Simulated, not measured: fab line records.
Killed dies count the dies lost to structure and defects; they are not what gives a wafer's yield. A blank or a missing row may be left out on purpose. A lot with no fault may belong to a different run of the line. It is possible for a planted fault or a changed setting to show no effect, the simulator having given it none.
Commonality check across tools	flow nand harc	Lots sampled 13, wafers sampled 39

== WHAT PROMPTED THE OPENING ==
At NHARC_P_CONTACT_CD_MEAS_12 the reading cd nm is flagged on 1 of 13 lots. No-fault wafers: 89.6 nm, standard deviation 0.48.
Rule: flag the lot when none of its wafers has a number, or when each of its wafers that has one lies beyond 4 standard deviations from that mean. The other lots count as sound.

lot	measured	on	cd nm (nm), wafer by wafer	flag
L836	day 5 13:53	cd sem-03	89.6 89.9 90.2	
L837	day 5 21:38	cd sem-02	89.1 90.2 89.9	
L838	day 6 04:22	cd sem-01	89.3 89.6 89.0	
L840	day 6 09:43	cd sem-02	89.2 89.6 90.0	
L841	day 7 02:13	cd sem-02	89.2 89.2 89.2	
L842	day 7 03:04	cd sem-03	89.1 89.3 89.2	
L843	day 7 10:34	cd sem-01	89.2 89.8 89.0	
L845	day 8 02:40	cd sem-02	89.9 89.0 89.3	
L844	day 8 02:49	cd sem-02	89.8 89.2 89.1	
L846	day 8 07:48	cd sem-03	89.8 89.3 89.7	
L847	day 8 19:14	cd sem-02	90.4 89.1 89.6	
L849	day 9 03:52	cd sem-01	89.5 89.2 89.7	
L851	day 9 20:25	cd sem-03	65.3 64.9 64.6	FLAGGED
Average over the flagged lots: 64.9 nm; offset from the usual -24.7 nm, equal to -51 standard deviations.

== EACH LOT AND THE TOOL IT RAN ON ==
Before the reading, the record contains 3 process steps out of a 1159-step route. Every cell lists first the tool, next ch and the chambers used by the sampled wafers, and last the start.
lot	flag	NHARC_P_GATE_DESCUM_93	NHARC_P_CONTACT_DEP_00	NHARC_P_CONTACT_EXPOSE_09
L836		rie diel-03 ch 2,3, day 5 09:11	pecvd-03 ch 0,2, day 5 13:44 or earlier	arfi scanner-02 ch 0, day 5 13:44
L837		rie diel-12 ch 0,1, day 5 17:05	pecvd-04 ch 0,1,2, day 5 21:30 or earlier	arfi scanner-03 ch 0, day 5 21:30
L838		rie diel-12 ch 0,3, day 5 23:41	pecvd-01 ch 0,1, day 6 04:13 or earlier	arfi scanner-02 ch 0, day 6 04:13
L840		rie diel-03 ch 0,1,3, day 6 05:05	pecvd-04 ch 0,1,2, day 6 09:35 or earlier	arfi scanner-01 ch 0, day 6 09:35
L841		rie diel-08 ch 0,2,3, day 6 21:43	pecvd-01 ch 0,2, day 7 02:04 or earlier	arfi scanner-03 ch 0, day 7 02:04
L842		rie diel-12 ch 0,3, day 6 22:17	pecvd-01 ch 1,2, day 7 02:56 or earlier	arfi scanner-01 ch 0, day 7 02:56
L843		rie diel-03 ch 0,1, day 7 06:03	pecvd-03 ch 1,2, day 7 10:26 or earlier	arfi scanner-02 ch 0, day 7 10:26
L845		rie diel-03 ch 2,3, day 7 22:00	pecvd-03 ch 0,1, day 8 02:31 or earlier	arfi scanner-01 ch 0, day 8 02:31
L844		rie diel-03 ch 1,2,3, day 7 22:11	pecvd-01 ch 0,1,2, day 8 02:41 or earlier	arfi scanner-03 ch 0, day 8 02:41
L846		rie diel-03 ch 0,1,3, day 8 03:12	pecvd-01 ch 0,1, day 8 07:40 or earlier	arfi scanner-01 ch 0, day 8 07:40
L847		rie diel-03 ch 1,2,3, day 8 14:25	pecvd-03 ch 1,2, day 8 17:55	arfi scanner-02 ch 0, day 8 19:05
L849		rie diel-03 ch 2,3, day 8 21:58	pecvd-04 ch 0,1,2, day 9 03:44 or earlier	arfi scanner-02 ch 0, day 9 03:44
L851	FLAGGED	rie diel-08 ch 0,1,3, day 9 16:01	pecvd-01 ch 1,2, day 9 20:16 or earlier	arfi scanner-02 ch 0, day 9 20:16
What is done by these steps:
- NHARC_P_GATE_DESCUM_93: chemistry O2, time 3 s.
- NHARC_P_CONTACT_DEP_00: deposits SiO2, target thk 500 nm.
- NHARC_P_CONTACT_EXPOSE_09: exposes mask P CA, target cd 90 nm.
- NHARC_P_CONTACT_CD_MEAS_12: target cd 90 nm.

== FLAGGED OVER TOTAL, TOOL BY TOOL (the gauges that took the reading come last) ==
step	tool	lots run	flagged	share of the flagged lots	sound lots run after its first flagged lot
NHARC_P_GATE_DESCUM_93	rie diel-03	8	0	none	-
NHARC_P_GATE_DESCUM_93	rie diel-08	2	1	all	0
NHARC_P_GATE_DESCUM_93	rie diel-12	3	0	none	-
NHARC_P_CONTACT_DEP_00	pecvd-01	6	1	all	0
NHARC_P_CONTACT_DEP_00	pecvd-03	4	0	none	-
NHARC_P_CONTACT_DEP_00	pecvd-04	3	0	none	-
NHARC_P_CONTACT_EXPOSE_09	arfi scanner-01	4	0	none	-
NHARC_P_CONTACT_EXPOSE_09	arfi scanner-02	6	1	all	0
NHARC_P_CONTACT_EXPOSE_09	arfi scanner-03	3	0	none	-
NHARC_P_CONTACT_CD_MEAS_12	cd sem-01	3	0	none	-
NHARC_P_CONTACT_CD_MEAS_12	cd sem-02	6	0	none	-
NHARC_P_CONTACT_CD_MEAS_12	cd sem-03	4	1	all	0
With no start given for some of its lots, NHARC_P_CONTACT_DEP_00 uses the hours and lot order of NHARC_P_CONTACT_EXPOSE_09.

== WHAT THE TABLE ALLOWS ==
4 rows of the table ran every flagged lot: rie diel-08 at NHARC_P_GATE_DESCUM_93, pecvd-01 at NHARC_P_CONTACT_DEP_00, arfi scanner-02 at NHARC_P_CONTACT_EXPOSE_09, cd sem-03 at NHARC_P_CONTACT_CD_MEAS_12.
- rie diel-08 at NHARC_P_GATE_DESCUM_93 ran 2 lots, 1 of them flagged. It ran its last sound lot, L841, at day 6 21:43 and its first flagged lot, L851, at day 9 16:01: a fault with its onset between the two fits.
- pecvd-01 at NHARC_P_CONTACT_DEP_00 ran 6 lots, 1 of them flagged. It ran its last sound lot, L846, at day 8 07:40 and its first flagged lot, L851, at day 9 20:16: a fault with its onset between the two fits.
- arfi scanner-02 at NHARC_P_CONTACT_EXPOSE_09 ran 6 lots, 1 of them flagged. It ran its last sound lot, L849, at day 9 03:44 and its first flagged lot, L851, at day 9 20:16: a fault with its onset between the two fits.
- cd sem-03 at NHARC_P_CONTACT_CD_MEAS_12 ran 4 lots, 1 of them flagged. It ran its last sound lot, L846, at day 8 07:48 and its first flagged lot, L851, at day 9 20:25: a fault with its onset between the two fits.
Because each of these 4 tools fits a fault that began at some hour, counting lots does not separate them. More lots, or a look at what each step does to the wafer, might.

== WHAT THE SIMULATOR PUT IN ==
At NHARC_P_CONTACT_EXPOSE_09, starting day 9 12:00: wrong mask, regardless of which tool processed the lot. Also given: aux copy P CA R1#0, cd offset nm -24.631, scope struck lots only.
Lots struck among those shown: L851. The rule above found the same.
